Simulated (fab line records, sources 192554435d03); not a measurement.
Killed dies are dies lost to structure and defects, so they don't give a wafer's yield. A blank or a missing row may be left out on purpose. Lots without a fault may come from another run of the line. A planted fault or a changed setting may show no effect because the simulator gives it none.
Chamber matching | flow n5_finfet | N5_BEOL_M1_ALD_84 on ald_metal-04: 4 sister chambers
The step deposits TaN, pulse time 2 s, purge time 3 s, co reactant purge time 2 s. 8 wafers are shown with their chamber, then 11 later ones without.

WAFERS WITH THEIR CHAMBER
wafer  | chamber | heater_power_w (W) | susceptor_temp_C (C)
L076.4 | 3       | 495                | 274.94
L083.1 | 1       | 436                | 275.25
L084.1 | 2       | 492                | 275.30
L084.5 | 3       | 499                | 275.15
L086.3 | 2       | 498                | 275.19
L086.4 | 1       | 445                | 275.21
L086.5 | 0       | 430                | 275.29
L087.2 | 0       | 424                | 275.11

WAFERS WITHOUT THEIR CHAMBER
wafer  | heater_power_w (W) | susceptor_temp_C (C)
L087.3 | 488                | 275.18
L087.5 | 420                | 275.34
L091.1 | 439                | 274.98
L091.2 | 490                | 274.81
L091.4 | 499                | 275.17
L092.1 | 450                | 275.08
L092.2 | 423                | 275.08
L092.3 | 486                | 275.12
L095.2 | 494                | 274.98
L095.3 | 453                | 274.98
L095.6 | 444                | 274.94

WHICH CHAMBER EACH WENT THROUGH
wafer  | from the rows above     | in truth
L087.3 | can't be placed: 2 or 3 | 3
L087.5 | 0                       | 0
L091.1 | can't be placed: 1 or 0 | 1
L091.2 | can't be placed: 3 or 2 | 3
L091.4 | can't be placed: 2 or 3 | 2
L092.1 | 1                       | 1
L092.2 | 0                       | 0
L092.3 | can't be placed: 2 or 3 | 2
L095.2 | can't be placed: 3 or 2 | 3
L095.3 | 1                       | 1
L095.6 | can't be placed: 1 or 0 | 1
Placed correctly: 4 of 11. Can't be placed from these rows: 7 (the true chamber is among the candidates in 7). Placed wrongly: 0.
How it was worked out, from the rows above alone: a wafer's distance from a chamber is the root of the sum, over the readings, of the square of ((its reading less the chamber's mean) divided by the reading's scatter). The wafer belongs to the nearest chamber; if the next one is less than 2 further off, it can't be placed. A chamber's mean is the mean of its shown wafers. The scatter: the root of (the sum of the squares of (reading less its chamber's mean) over the shown wafers, divided by (wafers less chambers)).
